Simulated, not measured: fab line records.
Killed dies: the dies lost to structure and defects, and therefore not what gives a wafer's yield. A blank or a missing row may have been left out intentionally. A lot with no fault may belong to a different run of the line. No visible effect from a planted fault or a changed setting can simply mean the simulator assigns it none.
fab line records | flow nand-harc
record lots=14 | wafers=42 | last-day=33
route steps=1302 shown A_CHANNEL_FILL_D1@504 A_BONDPAD@1227 THIN_TSV@1276 END@1302
lots that met no fault: taken from a fault-free run of the same line
start-h: the number of hours between the record's first day and the start of the first shown wafer of the lot | wait-h: hours since the lot's step before | " the same as in the row above | L1.1+2: several wafers, shown together as one row | - no value, or no start given | * or withheld: withheld | < > ~ a bound
route shown NAME@n: names a module that has steps shown in the file, with the first one's number in the route | usual: average and standard deviation across the fault-free wafers | same: alike in all rows | chamber/n: place in a boat | sites: per-site readings | _std_site: standard deviation across them | _edge_site: inner sites' mean taken away from outer sites' mean | radius-mm: for every site, how far away it sits from the centre of the wafer | mask NAME#n: copy n | behind: the last tool/chamber to shape the wafer | hold: why the lot went on hold/how many hours it stayed there/how the hold came to an end | device: whichever transistor did not switch (one of n, p or np) | end of line: tests run on the same wafers once the route is complete | a step without rows: its recipe alone | killed: dies that structure and defects cost at the first sort, which is not the same as the wafer's yield | map: dies across one wafer; x = killed, . = not, _ = none there
set.NAME: the run value of the setting; set.NAME@STEP: its run value at that earlier step | model.NAME: the simulator's own value behind a step, which no gauge read
steps of the route over a sample of lots; a table a step, a row a wafer
services: a tool's chamber out of use, with start hour (start-h, from the record's first day; less than 0 if before it), hours out, and reason
## steps
# step NHARC_A_CHANNEL_FILL_D1_CVD_05
# recipe target-thk-a=50 | temp-c=550 | material=poly-Si
lot.wafer  | tool          | chamber | start-h | wait-h
L179.2+3+6 | lpcvd-poly-01 | 0       | 207.57  | 3.2
L181.1+5+6 | lpcvd-poly-03 | 0       | 236.88  | 2.4
L183.1+3+5 | lpcvd-poly-03 | 0       | 270.69  | 2.4
L184.1+4+6 | lpcvd-poly-03 | 0       | 270.69  | 2.4
L187.1+3+6 | lpcvd-poly-02 | 0       | 296.51  | 2.3
L188.2+3+4 | lpcvd-poly-03 | 0       | 311.22  | 2.4
L190.3+4+5 | lpcvd-poly-02 | 0       | 327.95  | 2.3
L191.4+5+6 | lpcvd-poly-01 | 0       | 335.33  | 2.3
L192.1+5+6 | lpcvd-poly-02 | 0       | 338.29  | 2.3
L193.1+4+6 | lpcvd-poly-02 | 0       | 358.75  | 2.3
L194.2+5+6 | lpcvd-poly-02 | 0       | 358.75  | 2.3
L199.1+4+6 | lpcvd-poly-03 | 0       | 415.09  | 2.4
L200.2+5+6 | lpcvd-poly-03 | 0       | 438.13  | 2.4
L201.1+3+6 | lpcvd-poly-01 | 0       | 441.51  | 2.3
# step NHARC_A_BONDPAD_PVD_17
# recipe target-thk-a=50 | bias-v=168.6 | power-w=15000 | chamber-pressure-pa=0.12 | time-s=8.06 | substrate-temp-c=50 | material=TaN
# usual throttle-valve-pct=30.2/1.1
lot.wafer | tool           | chamber | start-h | wait-h | throttle-valve-pct
L179.2    | pvd-sputter-03 | -       | -       | -      | 30.0
L179.3    | "              | -       | "       | "      | 33.2
L179.6    | "              | -       | "       | "      | 29.7
L181.1    | pvd-sputter-01 | -       | -       | -      | 31.2
L181.5    | "              | -       | "       | "      | 31.3
L181.6    | "              | -       | "       | "      | 28.5
L184.1    | pvd-sputter-02 | -       | -       | -      | 31.1
L184.4    | "              | -       | "       | "      | 30.0
L184.6    | "              | -       | "       | "      | 29.7
L183.3    | pvd-sputter-03 | -       | -       | -      | 30.2
L183.1    | "              | -       | "       | "      | 33.0
L183.5    | "              | -       | "       | "      | 30.2
L187.3    | pvd-sputter-02 | -       | -       | -      | 28.8
L187.1    | "              | -       | "       | "      | 31.0
L187.6    | "              | -       | "       | "      | 29.6
L188.2    | pvd-sputter-01 | -       | -       | -      | 29.9
L188.3    | "              | -       | "       | "      | 30.4
L188.4    | "              | -       | "       | "      | 30.9
L190.3    | pvd-sputter-01 | -       | -       | -      | 28.7
L190.4    | "              | -       | "       | "      | 31.0
L190.5    | "              | -       | "       | "      | 30.7
L191.4    | pvd-sputter-03 | -       | -       | -      | 29.9
L191.6    | "              | -       | "       | "      | 33.3
L191.5    | "              | -       | "       | "      | 29.9
L192.1    | pvd-sputter-01 | -       | -       | -      | 30.5
L192.5    | "              | -       | "       | "      | 31.1
L192.6    | "              | -       | "       | "      | 30.1
L193.4    | pvd-sputter-02 | -       | -       | -      | 31.3
L193.1    | "              | -       | "       | "      | 29.7
L193.6    | "              | -       | "       | "      | 30.5
L194.2    | pvd-sputter-02 | -       | -       | -      | 31.4
L194.6    | "              | -       | "       | "      | 28.9
L194.5    | "              | -       | "       | "      | 30.7
L199.4    | pvd-sputter-02 | -       | -       | -      | 29.0
L199.1    | "              | -       | "       | "      | 29.5
L199.6    | "              | -       | "       | "      | 30.7
L201.3    | pvd-sputter-01 | -       | -       | -      | 28.9
L201.1    | "              | -       | "       | "      | 29.7
L201.6    | "              | -       | "       | "      | 30.7
L200.2    | pvd-sputter-02 | -       | -       | -      | 31.0
L200.5    | "              | -       | "       | "      | 29.3
L200.6    | "              | -       | "       | "      | 30.5
# step NHARC_THIN_TSV_CMP_21
# recipe t-overpolish-s=30 | target-thk-nm=2000
# usual motor-current-A=11.3/0.76 | overpolish-run-s=30.000/0.0085
lot.wafer | tool   | chamber | start-h | wait-h | motor-current-A | overpolish-run-s
L179.2    | cmp-03 | 3       | 580.28  | -      | 11.4            | 29.991
L179.3    | "      | 0       | "       | "      | 12.0            | 30.006
L179.6    | "      | 1       | "       | "      | 9.9             | 29.992
L181.1    | cmp-03 | 0       | 584.88  | -      | 11.2            | 30.011
L181.5    | "      | 0       | "       | "      | 11.8            | 29.984
L181.6    | "      | 1       | "       | "      | 9.7             | 30.007
L184.4    | cmp-03 | 3       | 602.27  | -      | 11.5            | 30.009
L184.1    | "      | 0       | "       | "      | 11.2            | 29.997
L184.6    | "      | 3       | "       | "      | 10.5            | 29.996
L183.3    | cmp-04 | 0       | 610.24  | -      | 11.3            | 29.980
L183.1    | "      | 1       | "       | "      | 12.6            | 30.003
L183.5    | "      | 1       | "       | "      | 12.0            | 30.000
L187.3    | cmp-03 | 3       | 628.73  | -      | 10.5            | 29.998
L187.1    | "      | 0       | "       | "      | 11.9            | 30.002
L187.6    | "      | 1       | "       | "      | 10.4            | 29.999
L188.4    | cmp-04 | 0       | 643.44  | -      | 11.3            | 29.972
L188.3    | "      | 1       | "       | "      | 11.7            | 29.994
L188.2    | "      | 3       | "       | "      | 11.7            | 29.992
L190.4    | cmp-04 | 3       | 645.95  | -      | 11.0            | 30.001
L190.3    | "      | 0       | "       | "      | 11.1            | 29.998
L190.5    | "      | 2       | "       | "      | 11.0            | 29.999
L191.4    | cmp-02 | 3       | 662.53  | -      | 10.4            | 29.994
L191.6    | "      | 2       | "       | "      | 11.5            | 29.995
L191.5    | "      | 3       | "       | "      | 10.7            | 29.985
L192.1    | cmp-04 | 3       | 672.24  | -      | 11.6            | 30.015
L192.6    | "      | 1       | "       | "      | 12.7            | 30.002
L192.5    | "      | 2       | "       | "      | 11.2            | 30.005
L193.1    | cmp-03 | 0       | 688.11  | -      | 11.0            | 29.988
L193.4    | "      | 2       | "       | "      | 11.3            | 30.005
L193.6    | "      | 1       | "       | "      | 9.9             | 30.014
L194.2    | cmp-02 | 0       | 689.58  | -      | 12.1            | 29.998
L194.5    | "      | 2       | "       | "      | 11.6            | 30.020
L194.6    | "      | 3       | "       | "      | 10.6            | 30.012
L199.4    | cmp-04 | 0       | 751.69  | -      | 11.9            | 29.994
L199.1    | "      | 1       | "       | "      | 12.8            | 30.000
L199.6    | "      | 1       | "       | "      | 12.7            | 30.003
L200.2    | cmp-04 | 1       | 770.77  | -      | 12.8            | 30.008
L200.6    | "      | 1       | "       | "      | 12.7            | 29.999
L200.5    | "      | 2       | "       | "      | 10.7            | 29.994
L201.3    | cmp-03 | 1       | 771.50  | -      | 10.3            | 30.003
L201.1    | "      | 3       | "       | "      | 10.8            | 30.001
L201.6    | "      | 2       | "       | "      | 11.8            | 30.010
# step NHARC_THIN_TSV_PRE_CLEAN_54
# recipe time-s=30 | temp-c=280 | gas=H2/He
# usual heater-power-w=413/34 | susceptor-temp-C=280.01/0.18
lot.wafer | tool           | chamber | start-h | wait-h | heater-power-w | susceptor-temp-C
L179.2    | pvd-sputter-03 | -       | 580.75  | 0.0    | 425            | 279.95
L179.3    | "              | -       | "       | "      | 403            | 280.08
L179.6    | "              | -       | "       | "      | 410            | 280.17
L181.1    | pvd-sputter-03 | -       | 585.42  | 0.1    | 344            | 280.08
L181.6    | "              | -       | "       | "      | 408            | 280.30
L181.5    | "              | -       | "       | "      | 357            | 280.00
L184.1    | pvd-sputter-03 | -       | 602.81  | 0.0    | 479            | 280.04
L184.4    | "              | -       | "       | "      | 353            | 279.81
L184.6    | "              | -       | "       | "      | 476            | 280.25
L183.3    | pvd-sputter-01 | -       | 610.80  | 0.1    | 431            | 279.74
L183.1    | "              | -       | "       | "      | 385            | 279.95
L183.5    | "              | -       | "       | "      | 394            | 280.43
L187.1    | pvd-sputter-02 | -       | 629.21  | 0.1    | 394            | -
L187.3    | "              | -       | "       | "      | 372            | -
L187.6    | "              | -       | "       | "      | 400            | -
L188.4    | pvd-sputter-01 | -       | 643.99  | 0.1    | 433            | -
L188.3    | "              | -       | "       | "      | 395            | -
L188.2    | "              | -       | "       | "      | 428            | -
L190.4    | pvd-sputter-01 | -       | 646.46  | 0.1    | 392            | 279.92
L190.3    | "              | -       | "       | "      | 385            | 279.87
L190.5    | "              | -       | "       | "      | 394            | 280.11
L191.4    | pvd-sputter-01 | -       | 663.06  | 0.0    | 380            | 279.99
L191.5    | "              | -       | "       | "      | 439            | 279.97
L191.6    | "              | -       | "       | "      | 396            | 279.78
L192.1    | pvd-sputter-01 | -       | 672.74  | 0.1    | 391            | 280.01
L192.5    | "              | -       | "       | "      | 442            | 279.98
L192.6    | "              | -       | "       | "      | 398            | 279.84
L193.4    | pvd-sputter-03 | -       | 688.65  | 0.0    | 408            | -
L193.1    | "              | -       | "       | "      | 429            | -
L193.6    | "              | -       | "       | "      | 409            | -
L194.2    | pvd-sputter-02 | -       | 690.09  | 0.1    | 425            | 279.95
L194.6    | "              | -       | "       | "      | 383            | 280.06
L194.5    | "              | -       | "       | "      | 392            | 279.99
L199.1    | pvd-sputter-02 | -       | 752.23  | 0.1    | 422            | 279.92
L199.4    | "              | -       | "       | "      | 388            | 279.84
L199.6    | "              | -       | "       | "      | 438            | 279.92
L200.2    | pvd-sputter-01 | -       | 771.35  | 0.1    | 422            | 280.10
L200.5    | "              | -       | "       | "      | 384            | 280.12
L200.6    | "              | -       | "       | "      | 442            | 280.09
L201.1    | pvd-sputter-01 | -       | 772.03  | 0.0    | 391            | 279.82
L201.3    | "              | -       | "       | "      | 434            | 279.86
L201.6    | "              | -       | "       | "      | 429            | 280.06
# step NHARC_END_SORT_01
# recipe temp-c=25
# usual killed-at-array=46/15 | killed-at-other=1.0/1.3 | killed-at-periphery=4/3 | killed-dies=51/15 | killed-open=3.2/1.8 | killed-short=2.5/1.5
# same gross-dies=677
lot.wafer | tool      | chamber | start-h | wait-h | killed-at-array | killed-at-other | killed-at-periphery | killed-dies | killed-open | killed-short
L192.1    | prober-01 | 0       | 684.27  | 2.6    | 88              | 1               | 5                   | 94          | 3           | 3
L192.5    | prober-01 | 0       | 687.50  | 3.7    | 86              | 0               | 7                   | 93          | 1           | 2
L192.6    | prober-01 | 0       | 688.31  | 4.0    | 82              | 0               | 1                   | 83          | 2           | 3
L193.1    | prober-02 | 0       | 698.87  | 2.5    | 119             | 1               | 6                   | 126         | 3           | 1
L193.4    | prober-02 | 0       | 701.25  | 3.4    | 114             | 3               | 2                   | 119         | 6           | 5
L193.6    | prober-02 | 0       | 702.84  | 4.0    | 125             | 1               | 2                   | 128         | 2           | 1
L194.2    | prober-01 | 0       | 699.72  | 2.8    | 79              | 2               | 14                  | 95          | 5           | 3
L194.5    | prober-01 | 0       | 702.11  | 3.7    | 82              | 4               | 6                   | 92          | 3           | 1
L194.6    | prober-01 | 0       | 702.91  | 4.0    | 76              | 3               | 9                   | 88          | 3           | 2
# killed by level:class
L192.1 A_CHANNEL_FILL_D1:unspecified=51 A_SLIT:chamber-film-flake=15 A_CONTACT:chamber-film-flake=11 A_CHANNEL_HOLE_D1:chamber-film-flake=4 P_ZERO_WELL:chamber-film-flake=2 A_CHANNEL_FILL_D2:chamber-film-flake=2 P_CONTACT:geometric-particle:short=1 P_M0:geometric-particle:open=1
L192.5 A_CHANNEL_FILL_D1:unspecified=46 A_SLIT:chamber-film-flake=21 A_CONTACT:chamber-film-flake=8 A_CHANNEL_HOLE_D1:chamber-film-flake=5 P_BONDPAD:chamber-film-flake=4 P_ZERO_WELL:chamber-film-flake=2 A_WL_FILL:chamber-film-flake=2 P_GATE:geometric-particle:short=1
L192.6 A_CHANNEL_FILL_D1:unspecified=44 A_SLIT:chamber-film-flake=20 A_CONTACT:chamber-film-flake=9 A_CHANNEL_HOLE_D1:chamber-film-flake=2 A_WL_FILL:chamber-film-flake=2 P_M2:geometric-particle:short=1 A_CHANNEL_FILL_D1:geometric-particle:open=1 A_CHANNEL_HOLE_D2:geometric-particle:short=1
L193.1 A_CHANNEL_FILL_D1:unspecified=47 A_CHANNEL_HOLE_D1:chamber-film-flake=33 A_SLIT:chamber-film-flake=24 P_BONDPAD:chamber-film-flake=3 A_CONTACT:chamber-film-flake=3 A_STAIRCASE:chamber-film-flake=3 A_DECK1_JOINT:chamber-film-flake=2 A_CHANNEL_HOLE_D2:chamber-film-flake=2
L194.2 A_CHANNEL_FILL_D1:unspecified=48 A_CHANNEL_HOLE_D2:chamber-film-flake=12 P_GATE:chamber-film-flake=5 A_CHANNEL_HOLE_D1:chamber-film-flake=5 P_ZERO_WELL:chamber-film-flake=3 A_SLIT:chamber-film-flake=3 P_STI:chamber-film-flake=2 P_BONDPAD:chamber-film-flake=2
L193.4 A_CHANNEL_FILL_D1:unspecified=50 A_SLIT:chamber-film-flake=22 A_CHANNEL_HOLE_D1:chamber-film-flake=19 A_CHANNEL_HOLE_D2:chamber-film-flake=6 A_M0:chamber-film-flake=4 A_CONTACT:chamber-film-flake=2 A_ONON_D1:geometric-particle:short=1 A_CHANNEL_FILL_D1:geometric-particle:short=1
L194.5 A_CHANNEL_FILL_D1:unspecified=52 A_CHANNEL_HOLE_D2:chamber-film-flake=11 A_CHANNEL_HOLE_D1:chamber-film-flake=6 P_GATE:chamber-film-flake=4 A_STAIRCASE:chamber-film-flake=3 THIN_TSV:chamber-film-flake=3 A_WL_FILL:geometric-particle:open=2 A_CHANNEL_FILL_D2:chamber-film-flake=2
L193.6 A_CHANNEL_FILL_D1:unspecified=50 A_CHANNEL_HOLE_D1:chamber-film-flake=39 A_SLIT:chamber-film-flake=21 A_CONTACT:chamber-film-flake=4 A_CHANNEL_HOLE_D2:chamber-film-flake=3 A_M0:chamber-film-flake=3 P_BONDPAD:chamber-film-flake=2 A_CHANNEL_FILL_D2:chamber-film-flake=2
L194.6 A_CHANNEL_FILL_D1:unspecified=48 A_CHANNEL_HOLE_D2:chamber-film-flake=12 P_GATE:chamber-film-flake=6 A_CHANNEL_HOLE_D1:chamber-film-flake=4 A_STAIRCASE:chamber-film-flake=3 A_SLIT:chamber-film-flake=3 A_CHANNEL_FILL_D1:geometric-particle:short=2 A_DECK1_JOINT:chamber-film-flake=2
## services
tool           | chamber | start-h | hours | kind
pvd-sputter-02 | -       | 199.94  | 1.1   | repair
cmp-03         | -       | 203.44  | 0.3   | repair
cmp-04         | -       | 209.06  | 4.0   | pm
pvd-sputter-01 | -       | 226.00  | 10.0  | pm
pvd-sputter-01 | -       | 244.10  | 3.9   | repair
pvd-sputter-02 | -       | 286.88  | 10.0  | pm
pvd-sputter-01 | -       | 290.79  | 1.9   | repair
pvd-sputter-01 | -       | 321.17  | 6.8   | repair
pvd-sputter-03 | -       | 348.00  | 10.0  | pm
pvd-sputter-01 | -       | 404.00  | 10.0  | pm
pvd-sputter-01 | -       | 424.04  | 2.7   | repair
pvd-sputter-02 | -       | 464.88  | 10.0  | pm
pvd-sputter-01 | -       | 469.40  | 2.3   | repair
pvd-sputter-02 | -       | 477.75  | 8.0   | repair
pvd-sputter-01 | -       | 504.48  | 5.1   | repair
pvd-sputter-03 | -       | 526.00  | 10.0  | pm
pvd-sputter-01 | -       | 573.23  | 5.5   | repair
pvd-sputter-01 | -       | 582.00  | 10.0  | pm
pvd-sputter-03 | -       | 594.18  | 1.0   | repair
pvd-sputter-02 | -       | 642.92  | 10.0  | pm
pvd-sputter-03 | -       | 662.63  | 1.1   | repair
pvd-sputter-03 | -       | 704.00  | 10.0  | pm
pvd-sputter-03 | -       | 737.00  | 9.2   | repair
pvd-sputter-01 | -       | 760.00  | 10.0  | pm
## key
first-sign step=NHARC_END_SORT_01 | reading=killed-dies | direction=up | sigmas=3.5 | usual=51 | struck=102
effect step=NHARC_END_SORT_01 | reading=killed-at-array | direction=up | sigmas=3.3 | usual=46 | struck=95
more-kills-born-at NHARC_A_CHANNEL_FILL_D1_CVD_05@lpcvd-poly-02=436
met-at NHARC_A_CHANNEL_FILL_D1_CVD_05
struck-lots L192,L193,L194
tester-left-out L192,L193,L194
not-acting-at NHARC_A_BONDPAD_PVD_17,NHARC_THIN_TSV_CMP_21,NHARC_THIN_TSV_PRE_CLEAN_54
onset-between 327.95 338.29
fault kind=chamber-particle-source | tool=lpcvd-poly-02 | chamber=- | onset-h=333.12 | steps=NHARC_A_CHANNEL_FILL_D1_CVD_05 | rate-per-visit-cm2=1.7187 | end-h=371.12
# tester-left-out: of these lots the tester's yield and bins aren't shown, on N5 and GAA mostly nor the transistor test; their killed dies are dies lost to structure and defects alone, not to doping, threshold or leakage, so they don't give the yield
